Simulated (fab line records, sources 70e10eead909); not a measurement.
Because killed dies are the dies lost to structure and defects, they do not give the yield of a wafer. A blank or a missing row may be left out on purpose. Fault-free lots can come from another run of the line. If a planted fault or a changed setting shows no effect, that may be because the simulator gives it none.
fab line records	flow nandHarc
[record] lots = 6	wafers = 18	lastDay = 32
route steps=1302 shown A_CONTACT@1004 END@1302
lots untouched by any fault: they come from a run of this same line in which no faults occurred
startH: the number of hours between the record's first day and the start of the first shown wafer of the lot	waitH: hours from the lot's prior step to this one	" same as the row above	L1.1+2: one row covering several wafers at once	- value missing, or start not given	* or withheld: withheld	< > ~ a bound
route shown NAME@n: names a module that has steps shown in the file, with the first one's number in the route	usual: the fault-free wafers' mean and standard deviation	same: alike in all rows	chamber/n: place in a boat	sites: the reading at each site	_std_site: the values' standard deviation	_edge_site: outer sites' mean less inner sites'	radiusMm: for every site, how far away it sits from the centre of the wafer	mask NAME#n: copy n	behind: tool/chamber where the wafer was last shaped	hold: the reason the lot was held/the length of the hold in hours/how it ended	device: names the non-switching transistor (n, p or np)	end of line: the route-end tests of the same wafers	for a step that has no rows: nothing shown but its recipe	killed: at the first sort, the dies lost to defects and structure; wafer yield is something else	map: shows each die of a wafer: x if killed, . if not, _ if none is there
set.NAME: the setting that was run; set.NAME@STEP: the one run at that earlier step	model.NAME: the simulator's own value behind a step, which no gauge read
lots at some steps of the route; a table a step, a row a wafer
services: the hour from which a tool's chamber was out of use, counted from the record's first day as startH (under 0 if before that day), plus the number of hours and why
[[steps]]
[step NHARC_A_CONTACT_ETCH_51]
[recipe] targetDepthA = 70000	overEtchFrac = 0.3	timeS = 1820	ionEnergyEv = 150	o2FlowSccm = 400	cosFlowSccm = 20	arFlowSccm = 0	rfW = 500	biasW = 300	chemistry = O2/COS
[step NHARC_A_CONTACT_ETCH_111]
[recipe] sourceW = withheld	pressureMtorr = 20	biasV = withheld	timeS = 140	targetDepthA = 7000	arFlowSccm = withheld	c4f8FlowSccm = withheld	o2FlowSccm = withheld	chemistry = C4F8/O2/Ar
[step NHARC_A_CONTACT_ETCH_112]
[recipe] sourceW = withheld	pressureMtorr = 20	biasV = 3000	timeS = 190	targetDepthA = 18500	arFlowSccm = withheld	c4f8FlowSccm = withheld	o2FlowSccm = withheld	chemistry = C4F8/O2/Ar
[step NHARC_A_CONTACT_ETCH_113]
[recipe] sourceW = withheld	pressureMtorr = 20	biasV = 3000	timeS = 190	targetDepthA = 18500	arFlowSccm = withheld	c4f8FlowSccm = withheld	o2FlowSccm = withheld	chemistry = C4F8/O2/Ar
[step NHARC_A_CONTACT_ETCH_114]
[recipe] sourceW = withheld	pressureMtorr = 20	biasV = 3000	timeS = 190	targetDepthA = 18500	arFlowSccm = withheld	c4f8FlowSccm = withheld	o2FlowSccm = withheld	chemistry = C4F8/O2/Ar
[usual] oesAirLineAu = 1.005/0.019
lot.wafer	tool	chamber	startH	waitH	oesAirLineAu	rfHoursCounterH
L776.4	harCapEtch-03	1	511.78	0.1	1.008	-
L776.3	"	0	"	"	1.004	-
L776.5	"	1	"	"	0.999	-
L777.1	harCapEtch-01	0	522.16	0.1	1.015	0
L777.6	"	1	"	"	0.993	-
L777.5	"	0	"	"	1.021	-
L787.2	harCapEtch-03	1	609.55	0.1	0.996	57
L787.3	"	1	"	"	0.984	-
L787.4	"	0	"	"	1.010	-
L788.1	harCapEtch-03	0	632.70	0.1	1.003	63
L788.4	"	0	"	"	1.013	-
L788.5	"	0	"	"	0.993	-
L790.1	harCapEtch-02	0	632.70	0.2	1.016	108
L790.4	"	1	"	"	0.982	-
L790.6	"	1	"	"	1.012	-
L793.2	harCapEtch-01	1	688.86	0.1	1.018	34
L793.6	"	0	"	"	1.034	-
L793.5	"	1	"	"	1.006	-
[step NHARC_A_CONTACT_ETCH_115]
[recipe] sourceW = withheld	pressureMtorr = 20	biasV = 3000	timeS = 190	targetDepthA = 18500	arFlowSccm = withheld	c4f8FlowSccm = withheld	o2FlowSccm = withheld	chemistry = C4F8/O2/Ar
[step NHARC_A_CONTACT_ETCH_116]
[recipe] sourceW = withheld	pressureMtorr = 20	biasV = 3000	timeS = 190	targetDepthA = 18500	arFlowSccm = withheld	c4f8FlowSccm = withheld	o2FlowSccm = withheld	chemistry = C4F8/O2/Ar
[step NHARC_A_CONTACT_ETCH_117]
[recipe] sourceW = withheld	pressureMtorr = 20	biasV = 3000	timeS = 190	targetDepthA = 18500	arFlowSccm = withheld	c4f8FlowSccm = withheld	o2FlowSccm = withheld	chemistry = C4F8/O2/Ar
[step NHARC_A_CONTACT_ETCH_118]
[recipe] sourceW = withheld	pressureMtorr = 20	biasV = 3000	timeS = 190	targetDepthA = 18500	arFlowSccm = withheld	c4f8FlowSccm = withheld	o2FlowSccm = withheld	chemistry = C4F8/O2/Ar
[usual] oesAirLineAu = 0.998/0.021
lot.wafer	tool	chamber	startH	waitH	oesAirLineAu	rfHoursCounterH
L776.4	harCapEtch-03	1	512.46	0.1	1.018	-
L776.3	"	0	"	"	0.982	-
L776.5	"	1	"	"	0.975	-
L777.1	harCapEtch-01	0	522.85	0.1	1.039	1
L777.6	"	1	"	"	0.983	-
L777.5	"	0	"	"	0.983	-
L787.2	harCapEtch-03	1	610.23	0.1	1.040	58
L787.3	"	1	"	"	1.013	-
L787.4	"	0	"	"	1.001	-
L788.1	harCapEtch-03	0	633.38	0.1	0.988	64
L788.4	"	0	"	"	1.003	-
L788.5	"	0	"	"	0.970	-
L790.1	harCapEtch-02	0	633.61	0.2	0.968	109
L790.4	"	1	"	"	0.966	-
L790.6	"	1	"	"	0.974	-
L793.2	harCapEtch-01	1	689.55	0.1	1.005	35
L793.6	"	0	"	"	1.011	-
L793.5	"	1	"	"	1.041	-
[step NHARC_A_CONTACT_ETCH_119]
[recipe] sourceW = withheld	pressureMtorr = 20	biasV = 3000	timeS = 190	targetDepthA = 18500	arFlowSccm = withheld	c4f8FlowSccm = withheld	o2FlowSccm = withheld	chemistry = C4F8/O2/Ar
[usual] oesAirLineAu = 1.000/0.022
lot.wafer	tool	chamber	startH	waitH	oesAirLineAu	rfHoursCounterH
L776.4	harCapEtch-03	1	512.63	0.1	0.981	-
L776.3	"	0	"	"	0.984	-
L776.5	"	1	"	"	0.987	-
L777.1	harCapEtch-01	0	523.02	0.1	1.028	1
L777.6	"	1	"	"	0.972	-
L777.5	"	0	"	"	1.019	-
L787.2	harCapEtch-03	1	610.40	0.1	0.982	58
L787.3	"	1	"	"	1.015	-
L787.4	"	0	"	"	1.028	-
L788.1	harCapEtch-03	0	633.55	0.1	0.990	64
L788.4	"	0	"	"	0.972	-
L788.5	"	0	"	"	0.978	-
L790.1	harCapEtch-02	0	633.78	0.1	0.971	109
L790.4	"	1	"	"	0.978	-
L790.6	"	1	"	"	0.977	-
L793.2	harCapEtch-01	1	689.72	0.1	0.995	35
L793.6	"	0	"	"	0.964	-
L793.5	"	1	"	"	1.001	-
[step NHARC_A_CONTACT_ETCH_120]
[recipe] sourceW = withheld	pressureMtorr = 20	biasV = 3000	timeS = 190	targetDepthA = 18500	arFlowSccm = withheld	c4f8FlowSccm = withheld	o2FlowSccm = withheld	chemistry = C4F8/O2/Ar
[step NHARC_A_CONTACT_ETCH_121]
[recipe] sourceW = withheld	pressureMtorr = 20	biasV = 3000	timeS = 190	targetDepthA = 18500	arFlowSccm = withheld	c4f8FlowSccm = withheld	o2FlowSccm = withheld	chemistry = C4F8/O2/Ar
[step NHARC_A_CONTACT_ETCH_122]
[recipe] sourceW = withheld	pressureMtorr = 20	biasV = 3000	timeS = 190	targetDepthA = 18500	arFlowSccm = withheld	c4f8FlowSccm = withheld	o2FlowSccm = withheld	chemistry = C4F8/O2/Ar
[usual] oesAirLineAu = 1.001/0.021
lot.wafer	tool	chamber	startH	waitH	oesAirLineAu	rfHoursCounterH
L776.4	harCapEtch-03	1	513.14	0.1	1.030	-
L776.3	"	0	"	"	0.988	-
L776.5	"	1	"	"	1.034	-
L777.1	harCapEtch-01	0	523.53	0.1	0.981	2
L777.6	"	1	"	"	1.031	-
L777.5	"	0	"	"	0.985	-
L787.2	harCapEtch-03	1	610.91	0.1	0.951	59
L787.3	"	1	"	"	0.951	-
L787.4	"	0	"	"	0.981	-
L788.1	harCapEtch-03	0	634.06	0.1	0.997	64
L788.4	"	0	"	"	1.002	-
L788.5	"	0	"	"	0.971	-
L790.1	harCapEtch-02	0	634.29	0.1	0.995	109
L790.4	"	1	"	"	0.993	-
L790.6	"	1	"	"	0.964	-
L793.2	harCapEtch-01	1	690.23	0.1	0.988	35
L793.6	"	0	"	"	1.046	-
L793.5	"	1	"	"	1.000	-
[step NHARC_A_CONTACT_ETCH_123]
[recipe] sourceW = withheld	pressureMtorr = 20	biasV = 400	timeS = 490	targetDepthA = 21100	arFlowSccm = withheld	c4f8FlowSccm = 11.5	o2FlowSccm = 7.2	chemistry = C4F8/O2/Ar
[step NHARC_A_CONTACT_ETCH_90]
[recipe] targetDepthA = 400	overEtchFrac = 0.5	timeS = 85.7	ionEnergyEv = 120	ch3fFlowSccm = 50	o2FlowSccm = 30	arFlowSccm = 200	rfW = 500	biasW = 100	chemistry = CH3F/O2
[step NHARC_A_CONTACT_ETCH_96]
[recipe] targetDepthA = 200	overEtchFrac = 0.5	timeS = 10	ionEnergyEv = 250	c4f6FlowSccm = 25	o2FlowSccm = 20	arFlowSccm = 500	rfW = 600	biasW = 500	chemistry = C4F6/O2
[usual] drypumpMotorCurrentA = 5.78/0.26	oesProductAu = 0.966/0.028	rfFwdPowerW = 587.5/2.4	rfVppV = 546/4.3	showerheadPlenumPTorr = 3.88/0.2	throttleValvePct = 26.902/0.0092
lot.wafer	tool	chamber	startH	waitH	drypumpMotorCurrentA	oesProductAu	rfFwdPowerW	rfHoursCounterH	rfVppV	showerheadPlenumPTorr	throttleValvePct
L776.4	rieDiel-07	2	-	-	5.10	0.954	586.8	3	544	3.79	26.910
L776.3	"	3	"	"	5.77	0.955	587.9	3	554	4.22	26.909
L776.5	"	1	"	"	5.85	0.962	582.5	-	542	3.69	26.908
L777.1	rieDiel-05	0	-	-	5.56	0.948	589.1	35	542	3.71	26.894
L777.6	"	1	"	"	5.79	0.936	588.2	-	542	3.69	26.912
L777.5	"	2	"	"	6.09	0.946	591.4	-	547	3.98	26.897
L787.3	rieDiel-05	2	-	-	6.04	0.929	589.4	5	547	3.97	26.903
L787.4	"	3	"	"	6.04	0.955	587.1	4	545	3.93	26.893
L787.2	"	0	"	"	5.59	0.939	589.4	5	543	3.69	26.897
L788.4	rieDiel-11	1	-	-	5.47	0.993	590.5	4	542	3.68	26.893
L788.1	"	3	"	"	5.70	0.985	587.9	5	545	3.83	26.900
L788.5	"	1	"	"	5.47	1.000	590.7	-	542	3.68	26.889
L790.1	rieDiel-05	1	-	-	5.76	0.989	584.9	13	541	3.67	26.898
L790.4	"	3	"	"	6.08	1.004	586.5	13	547	3.92	26.891
L790.6	"	0	"	"	5.58	0.984	588.7	-	544	3.69	26.904
L793.2	rieDiel-11	1	-	-	5.47	0.946	590.2	27	541	3.66	26.893
L793.6	"	1	"	"	5.48	0.938	592.6	-	541	3.67	26.897
L793.5	"	2	"	"	6.09	0.954	588.0	-	553	4.17	26.911
[step NHARC_A_CONTACT_CD_MEAS_53]
[usual] cdNm = 289.6/0.74
lot.wafer	tool	chamber	startH	waitH	cdNm
L776.3	cdSem-03	-	514.45	-	290.0
L776.4	"	-	"	"	290.6
L776.5	"	-	"	"	289.8
L777.1	cdSem-02	-	524.87	-	290.8
L777.5	"	-	"	"	290.6
L777.6	"	-	"	"	291.1
L787.2	cdSem-03	-	612.28	-	289.4
L787.3	"	-	"	"	290.0
L787.4	"	-	"	"	288.8
L788.1	cdSem-02	-	635.59	-	289.2
L788.4	"	-	"	"	289.4
L788.5	"	-	"	"	290.2
L790.1	cdSem-02	-	635.62	-	289.6
L790.4	"	-	"	"	289.7
L790.6	"	-	"	"	289.7
L793.2	cdSem-03	-	691.56	-	289.3
L793.5	"	-	"	"	289.3
L793.6	"	-	"	"	289.2
[step NHARC_A_CONTACT_STRIP_99]
[recipe] n2FlowSccm = 150	h2FlowSccm = 150	arFlowSccm = 0	biasW = 0	chemistry = N2/H2
[step NHARC_A_CONTACT_STRIP_100]
[recipe] cf4FlowSccm = 100	chf3FlowSccm = 30	arFlowSccm = 0	biasW = 0	chemistry = CF4/CHF3
[step NHARC_A_CONTACT_STRIP_101]
[recipe] o2FlowSccm = 400	cosFlowSccm = 20	arFlowSccm = 0	biasW = 0	chemistry = O2/COS
[step NHARC_A_CONTACT_ETCH_102]
[recipe] targetDepthA = 1000	overetchA = 100	timeS = 55	ionEnergyEv = 100	cf4FlowSccm = 80	o2FlowSccm = 20	arFlowSccm = 0	rfW = 300	biasW = 100	chemistry = CF4/O2
[step NHARC_A_CONTACT_STRIP_55]
[recipe] o2FlowSccm = 500	arFlowSccm = 0	biasW = 0	chemistry = O2
[usual] drypumpMotorCurrentA = 5.73/0.28	oesProductAu = 0.998/0.011	rfVppV = 57.7/1	showerheadPlenumPTorr = 3.50/0.2	throttleValvePct = 17.036/0.0098
lot.wafer	tool	chamber	startH	waitH	drypumpMotorCurrentA	oesProductAu	rfHoursCounterH	rfVppV	showerheadPlenumPTorr	throttleValvePct
L776.3	rieDiel-07	1	-	-	5.88	1.004	4	56.5	3.31	17.039
L776.4	"	2	"	"	5.08	1.004	3	56.7	3.41	17.041
L776.5	"	2	"	"	5.09	1.000	-	57.4	3.41	17.027
L777.1	rieDiel-07	3	-	-	5.80	1.006	5	57.8	3.81	17.046
L777.6	"	1	"	"	5.88	0.999	-	57.5	3.31	17.052
L777.5	"	0	"	"	5.76	0.983	-	59.0	3.71	17.036
L787.2	rieDiel-05	0	-	-	5.57	0.980	5	57.4	3.32	17.033
L787.3	"	1	"	"	5.80	0.991	6	56.3	3.30	17.044
L787.4	"	2	"	"	6.08	0.992	5	57.0	3.57	17.039
L788.4	rieDiel-07	1	-	-	5.89	0.999	21	57.7	3.30	17.039
L788.1	"	0	"	"	5.74	0.992	22	58.1	3.70	17.046
L788.5	"	2	"	"	5.08	1.003	-	57.4	3.40	17.042
L790.4	rieDiel-05	0	-	-	5.57	0.975	13	58.8	3.31	17.049
L790.1	"	2	"	"	6.09	0.989	13	57.4	3.56	17.029
L790.6	"	1	"	"	5.77	0.992	-	58.2	3.29	17.026
L793.2	rieDiel-11	1	-	-	5.49	0.999	28	57.4	3.29	17.036
L793.5	"	2	"	"	6.06	1.004	-	58.8	3.76	17.026
L793.6	"	3	"	"	5.69	0.989	-	58.5	3.43	17.046
[step NHARC_A_CONTACT_STRIP_56]
[recipe] timeS = 600	tempC = 30	chemistry = postEtchResidueRemover
[step NHARC_A_CONTACT_DEP_57]
[recipe] targetThkA = 53000	tempC = 400	material = aC
[step NHARC_A_CONTACT_DEP_58]
[recipe] targetThkA = 900	targetThkNm = 90	tempC = 400	pressureTorr = 3.5	flowSccm = 200	rfW = 350	material = SiON
[step NHARC_A_CONTACT_DEHYDRATE_59]
[recipe] tempC = 150	timeS = 120
[step NHARC_A_CONTACT_HMDS_60]
[recipe] timeS = 30
[step NHARC_A_CONTACT_COAT_61]
[recipe] tempC = 260	timeS = 75
[step NHARC_A_CONTACT_COAT_62]
[recipe] tempC = 225	timeS = 65
[step NHARC_A_CONTACT_COAT_63]
[recipe] spinRpm = 1500	resistThkNm = 90
[step NHARC_A_CONTACT_SOFTBAKE_64]
[recipe] tempC = 105	timeS = 55
[step NHARC_A_CONTACT_EBR_65]
[step NHARC_A_CONTACT_EXPOSE_66]
[recipe] na = 1.35	sigmaOuter = 0.8	doseMj = 59.02	maskId = A_CC_2
[step NHARC_A_CONTACT_PEB_67]
[recipe] pebTempC = 100	pebTimeS = 65
[step NHARC_A_CONTACT_DEVELOP_68]
[recipe] developTimeS = 35	devTempC = 23
[step NHARC_A_CONTACT_CD_MEAS_69]
[recipe] targetCdNm = 300	landingEnergyEv = 500
[usual] cdNm = 299.9/0.63
lot.wafer	tool	chamber	startH	waitH	cdNm
L776.3	cdSem-01	0	521.96	-	300.4
L776.4	"	0	"	"	300.1
L776.5	"	0	"	"	300.5
L777.1	cdSem-02	0	529.84	-	299.9
L777.5	"	0	"	"	298.9
L777.6	"	0	"	"	299.7
L787.2	cdSem-03	0	620.17	-	299.0
L787.3	"	0	"	"	300.4
L787.4	"	0	"	"	299.3
L788.1	cdSem-01	0	642.68	-	299.9
L788.4	"	0	"	"	299.5
L788.5	"	0	"	"	299.5
L790.1	cdSem-02	0	643.42	-	301.5
L790.4	"	0	"	"	300.5
L790.6	"	0	"	"	300.5
L793.2	cdSem-03	0	698.70	-	299.8
L793.5	"	0	"	"	299.6
L793.6	"	0	"	"	299.5
[step NHARC_A_CONTACT_OVL_MEAS_70]
[usual] overlayXNm = -0.2/0.82	overlayYNm = -0.1/0.68
lot.wafer	tool	chamber	startH	waitH	overlayXNm	overlayYNm
L776.3	overlay-01	-	522.04	-	-0.3	-1.0
L776.4	"	-	"	"	-0.2	-0.7
L776.5	"	-	"	"	-0.2	-0.4
L777.1	overlay-02	-	529.93	-	0.0	-0.6
L777.5	"	-	"	"	0.2	-1.6
L777.6	"	-	"	"	0.1	-0.5
L787.2	overlay-02	-	620.26	-	0.1	1.2
L787.3	"	-	"	"	-0.8	0.6
L787.4	"	-	"	"	-0.3	0.8
L788.1	overlay-01	-	642.77	-	0.1	-0.6
L788.4	"	-	"	"	0.3	-0.4
L788.5	"	-	"	"	0.7	-0.2
L790.1	overlay-02	-	643.51	-	-1.5	0.3
L790.4	"	-	"	"	-1.5	0.2
L790.6	"	-	"	"	-1.9	-0.2
L793.2	overlay-01	-	698.78	-	0.1	-1.1
L793.5	"	-	"	"	0.0	-1.1
L793.6	"	-	"	"	0.0	-1.0
[step NHARC_A_CONTACT_DESCUM_74]
[recipe] timeS = 3	o2FlowSccm = 200	arFlowSccm = 0	biasPowerW = 0	chemistry = O2
[step NHARC_A_CONTACT_ETCH_75]
[recipe] targetDepthA = 390	overEtchFrac = 0.3	timeS = 65	ionEnergyEv = 80	cf4FlowSccm = 150	arFlowSccm = 0	rfW = 300	biasW = 100	chemistry = CF4
[step NHARC_A_CONTACT_ETCH_76]
[recipe] targetDepthA = 2600	overEtchFrac = 0.3	timeS = 475.3	ionEnergyEv = 200	n2FlowSccm = 150	h2FlowSccm = 150	arFlowSccm = 0	rfW = 400	biasW = 150	chemistry = N2/H2
[step NHARC_A_CONTACT_ETCH_77]
[recipe] targetDepthA = 1089	timeS = 54.5	cf4FlowSccm = 100	chf3FlowSccm = 30	arFlowSccm = 0	rfW = 500	biasW = 200	chemistry = CF4/CHF3
[step NHARC_END_SORT_01]
[recipe] tempC = 25
[usual] killedAtArray = 53/21	killedAtOther = 1.1/1.5	killedAtPeriphery = 3.9/2.7	killedDies = 58/21	killedOpen = 3.4/1.9	killedShort = 2.3/1.5
[same] grossDies = 677
lot.wafer	tool	chamber	startH	waitH	killedAtArray	killedAtOther	killedAtPeriphery	killedDies	killedOpen	killedShort
L776.3	prober-02	0	582.49	3.1	79	2	6	87	2	3
L776.4	prober-02	0	583.30	3.4	70	8	7	85	2	2
L776.5	prober-02	0	584.11	3.7	76	5	8	89	1	2
L777.1	prober-02	0	588.84	2.5	18	0	2	20	4	0
L777.5	prober-02	0	592.02	3.7	21	2	1	24	2	1
L777.6	prober-02	0	592.81	4.0	21	2	3	26	2	1
L787.2	prober-02	0	688.74	2.8	137	0	5	142	5	4
L787.3	prober-02	0	689.53	3.1	141	0	3	144	5	3
L787.4	prober-02	0	690.33	3.4	156	1	3	160	2	4
L790.1	prober-01	0	701.01	2.5	85	0	3	88	1	3
L790.4	prober-01	0	703.39	3.4	76	0	5	81	7	1
L790.6	prober-01	0	704.98	4.0	80	0	1	81	3	3
L788.1	prober-02	0	703.64	2.5	144	0	2	146	1	3
L788.4	prober-02	0	706.05	3.4	138	0	6	144	9	0
L788.5	prober-02	0	706.85	3.7	155	0	6	161	1	2
L793.2	prober-01	0	765.56	2.8	59	3	7	69	3	0
L793.5	prober-01	0	768.03	3.8	50	5	9	64	1	0
L793.6	prober-01	0	768.85	4.1	57	8	8	73	5	0
// killed by level:class
L776.3 A_CHANNEL_HOLE_D2:chamberFilmFlake=37 A_SLIT:chamberFilmFlake=26 P_GATE:chamberFilmFlake=3 A_STAIRCASE:chamberFilmFlake=3 A_CONTACT:chamberFilmFlake=3 A_M1:chamberFilmFlake=3 P_STI:chamberFilmFlake=2 THIN_TSV:chamberFilmFlake=2
L776.4 A_SLIT:chamberFilmFlake=35 A_CHANNEL_HOLE_D2:chamberFilmFlake=23 THIN_TSV:chamberFilmFlake=8 P_GATE:chamberFilmFlake=6 A_WL_FILL:chamberFilmFlake=2 A_CONTACT:chamberFilmFlake=2 A_CHANNEL_HOLE_D1:geometricParticle:short=1 A_CONTACT:geometricParticle:short=1
L776.5 A_CHANNEL_HOLE_D2:chamberFilmFlake=33 A_SLIT:chamberFilmFlake=25 P_GATE:chamberFilmFlake=7 THIN_TSV:chamberFilmFlake=5 A_STAIRCASE:chamberFilmFlake=4 A_CHANNEL_HOLE_D1:chamberFilmFlake=3 A_CONTACT:chamberFilmFlake=3 A_WL_FILL:chamberFilmFlake=2
L777.1 A_CHANNEL_HOLE_D2:chamberFilmFlake=9 A_CHANNEL_HOLE_D1:chamberFilmFlake=4 P_M0:geometricParticle:open=1 A_ONON_D1:geometricParticle:open=1 A_WL_FILL:geometricParticle:open=1 A_BLC:geometricParticle:open=1 P_CONTACT:chamberFilmFlake=1 A_SGD_CUT:chamberFilmFlake=1
L777.5 A_CHANNEL_HOLE_D2:chamberFilmFlake=8 A_CHANNEL_HOLE_D1:chamberFilmFlake=3 A_STAIRCASE:chamberFilmFlake=2 A_SLIT:chamberFilmFlake=2 A_WL_FILL:chamberFilmFlake=2 A_CHANNEL_FILL_D1:geometricParticle:open=1 A_CHANNEL_FILL_D2:geometricParticle:short=1 A_CONTACT:geometricParticle:open=1
L777.6 A_CHANNEL_HOLE_D2:chamberFilmFlake=9 A_CONTACT:chamberFilmFlake=4 P_GATE:chamberFilmFlake=2 A_STAIRCASE:chamberFilmFlake=2 A_WL_FILL:chamberFilmFlake=2 THIN_TSV:chamberFilmFlake=2 P_GATE:geometricParticle:short=1 A_CHANNEL_FILL_D2:geometricParticle:open=1
L787.2 A_CONTACT:unspecified=80 A_CHANNEL_HOLE_D2:chamberFilmFlake=23 A_SLIT:chamberFilmFlake=14 A_BONDPAD:chamberFilmFlake=6 A_CONTACT:chamberFilmFlake=4 P_M0:geometricParticle:short=2 A_ONON_D1:geometricParticle:open=2 P_M2:chamberFilmFlake=2
L787.3 A_CONTACT:unspecified=90 A_SLIT:chamberFilmFlake=21 A_CHANNEL_HOLE_D2:chamberFilmFlake=14 A_CHANNEL_HOLE_D1:chamberFilmFlake=5 P_ZERO_WELL:chamberFilmFlake=2 A_CONTACT:chamberFilmFlake=2 A_ONON_D1:geometricParticle:short=1 A_ONON_D1:geometricParticle:open=1
L787.4 A_CONTACT:unspecified=93 A_SLIT:chamberFilmFlake=29 A_CHANNEL_HOLE_D2:chamberFilmFlake=13 A_CHANNEL_HOLE_D1:chamberFilmFlake=7 A_STAIRCASE:chamberFilmFlake=3 A_WL_FILL:geometricParticle:short=2 P_ZERO_WELL:chamberFilmFlake=2 P_M0:geometricParticle:open=1
L790.1 A_SLIT:chamberFilmFlake=28 A_CHANNEL_HOLE_D2:chamberFilmFlake=25 A_CHANNEL_HOLE_D1:chamberFilmFlake=12 A_CONTACT:chamberFilmFlake=9 A_CHANNEL_FILL_D1:chamberFilmFlake=4 A_SGD_CUT:chamberFilmFlake=2 P_M1:geometricParticle:open=1 A_CHANNEL_FILL_D1:geometricParticle:short=1
L790.4 A_SLIT:chamberFilmFlake=29 A_CHANNEL_HOLE_D2:chamberFilmFlake=14 A_CHANNEL_HOLE_D1:chamberFilmFlake=10 A_CONTACT:chamberFilmFlake=10 P_STI:chamberFilmFlake=3 A_SGD_CUT:chamberFilmFlake=3 P_M0:geometricParticle:open=2 A_CHANNEL_FILL_D1:chamberFilmFlake=2
L788.1 A_CONTACT:unspecified=92 A_CHANNEL_HOLE_D1:chamberFilmFlake=26 A_CHANNEL_HOLE_D2:chamberFilmFlake=18 P_M0:chamberFilmFlake=2 A_SLIT:chamberFilmFlake=2 A_DECK1_JOINT:geometricParticle:short=1 A_CHANNEL_FILL_D2:geometricParticle:short=1 A_SGD_CUT:geometricParticle:short=1
L790.6 A_SLIT:chamberFilmFlake=27 A_CHANNEL_HOLE_D2:chamberFilmFlake=20 A_CONTACT:chamberFilmFlake=12 A_CHANNEL_HOLE_D1:chamberFilmFlake=10 A_SGD_CUT:chamberFilmFlake=3 A_SOURCE_PLATE:geometricParticle:short=2 A_CHANNEL_FILL_D1:geometricParticle:open=1 A_CHANNEL_FILL_D2:geometricParticle:short=1
L788.4 A_CONTACT:unspecified=92 A_CHANNEL_HOLE_D1:chamberFilmFlake=15 A_CHANNEL_HOLE_D2:chamberFilmFlake=13 A_SLIT:chamberFilmFlake=5 P_M0:chamberFilmFlake=4 A_WL_FILL:geometricParticle:open=3 A_BONDPAD:chamberFilmFlake=3 A_ONON_D2:geometricParticle:open=2
L788.5 A_CONTACT:unspecified=93 A_CHANNEL_HOLE_D1:chamberFilmFlake=30 A_CHANNEL_HOLE_D2:chamberFilmFlake=21 P_M0:chamberFilmFlake=5 A_BONDPAD:chamberFilmFlake=4 A_CONTACT:chamberFilmFlake=2 A_CHANNEL_FILL_D1:geometricParticle:open=1 A_DECK1_JOINT:geometricParticle:short=1
L793.2 A_CHANNEL_HOLE_D1:chamberFilmFlake=35 A_SLIT:chamberFilmFlake=8 P_GATE:chamberFilmFlake=6 A_M1:chamberFilmFlake=6 A_CONTACT:chamberFilmFlake=4 A_ZERO_WELL:chamberFilmFlake=3 THIN_TSV:chamberFilmFlake=3 P_CONTACT:geometricParticle:open=1
L793.5 A_CHANNEL_HOLE_D1:chamberFilmFlake=34 P_GATE:chamberFilmFlake=8 A_M1:chamberFilmFlake=5 THIN_TSV:chamberFilmFlake=5 A_CONTACT:chamberFilmFlake=4 A_SLIT:chamberFilmFlake=3 A_STAIRCASE:chamberFilmFlake=2 A_ONON_D1:geometricParticle:open=1
L793.6 A_CHANNEL_HOLE_D1:chamberFilmFlake=31 A_SLIT:chamberFilmFlake=10 THIN_TSV:chamberFilmFlake=8 A_ZERO_WELL:chamberFilmFlake=5 A_CONTACT:chamberFilmFlake=4 A_M1:chamberFilmFlake=4 P_ZERO_WELL:chamberFilmFlake=3 P_GATE:geometricParticle:open=2
// map L787.4 (x killed, . not)
____________.____________
_________......._________
_______..........._______
______.x...........______
_____..............._____
____.................____
____x..x...........x.____
___....x..x...........___
___...xx..x......x....___
__...xxxx.x...x........__
__..xxxxx.x............__
_...xxxxx.x............._
_..x.xxxx.x............._
_..xxxxxx..............._
_...xxxxx.x...xxxx....x._
_.x..xxxxx....xxxxx....._
...x..xx.....xxxxxx......
.........xx.x.xxxxx......
..........x.xxxxxxxx.....
............xxxxxxx.x....
...........xxxxxxxxx.....
_..........xxxxxxxxx...._
_..........xxxxxxxxx...._
_...........xxxxxxxxx..._
_x...........xxxxxx....._
_..........xx.xxxx.x...._
__...........x.xxxx....__
__.............x.......__
___.......x.x.........___
___......xx.....x.....___
____.................____
____.................____
_____....x.........._____
______.............______
_______.x.x......._______
_________......._________
____________.____________
// map L788.5 (x killed, . not)
____________.____________
_________......._________
_______..........._______
______..........x..______
_____...x..........._____
____............x..x.____
____.........x....x..____
___......x............___
___...x.xx............___
__...xxx.x.............__
__.....x.x.............__
_...xxxxxx.............._
_....xxx.x..x..........._
_.....x.x......x........_
_.....x.......x........._
_...x......x.x....x....._
......x.x.....xx.xx......
........x...xxxxxxx......
............xxxxxxxxx....
............xxxxxxxx.....
...........xxxxxxxxx.....
_...x......xxxxxxxxx...._
_xxxxx......xxxxxxxx.x.._
_xxxxx......xxxxxxxx...._
_xxxx......xxxxxxxx..x.._
_xxxxx.......xxxxx.x...._
__xxx...x....xxxx......__
__xxx.x....x..xxxx.....__
___..x........xx......___
___.x.x........x......___
____x................____
____.................____
_____..............._____
______.............______
_______..........._______
_________......._________
____________.____________
[[services]]
tool	chamber	startH	hours	kind
rieDiel-05	0	489.10	-	clean
rieDiel-05	1	489.10	-	clean
rieDiel-05	2	489.10	-	clean
rieDiel-05	3	489.10	-	clean
rieDiel-07	2	495.33	10.2	repair
harCapEtch-01	-	497.00	17.0	pm
harCapEtch-01	0	497.00	17.0	ventCycle
harCapEtch-01	1	497.00	17.0	ventCycle
rieDiel-07	3	507.09	1.3	repair
rieDiel-05	0	513.60	-	clean
rieDiel-05	1	513.60	-	clean
harCapEtch-01	0	514.00	-	clean
harCapEtch-01	1	514.00	-	clean
rieDiel-05	2	514.91	3.0	repair
rieDiel-07	2	518.93	7.4	repair
rieDiel-07	2	544.02	7.6	repair
rieDiel-05	0	554.66	1.3	repair
rieDiel-11	-	555.10	0.7	repair
rieDiel-05	-	583.74	9.0	pm
rieDiel-11	2	584.07	7.0	repair
rieDiel-11	2	603.70	5.3	repair
rieDiel-11	-	612.82	9.0	pm
rieDiel-07	-	648.75	9.0	pm
rieDiel-05	2	653.44	5.8	repair
[[key]]
[firstSign] step = NHARC_END_SORT_01	reading = killedAtArray	direction = up	sigmas = 4.4	usual = 53	struck = 145
[effect] step = NHARC_END_SORT_01	reading = killedDies	direction = up	sigmas = 4.2	usual = 58	struck = 150
[moreKillsBornAt] NHARC_A_CONTACT_ETCH_122@harCapEtch-03 = 533
metAt NHARC_A_CONTACT_ETCH_122
struckWafers L787.2,L787.3,L787.4,L788.1,L788.4,L788.5
testerLeftOut L787,L788
onsetBetween 513.14 610.91
alsoFits NHARC_A_CONTACT_ETCH_114:harCapEtch-03,NHARC_A_CONTACT_ETCH_118:harCapEtch-03,NHARC_A_CONTACT_ETCH_119:harCapEtch-03
[fault] kind = chamberParticleSource	tool = harCapEtch-03	chamber = -	onsetH = 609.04	steps = NHARC_A_CONTACT_ETCH_122	ratePerVisitCm2 = 1.1801	endH = 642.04
// testerLeftOut: of these lots the tester's yield and bins aren't shown, on N5 and GAA mostly nor the transistor test; their killed dies are dies lost to structure and defects alone, not to doping, threshold or leakage, so they don't give the yield
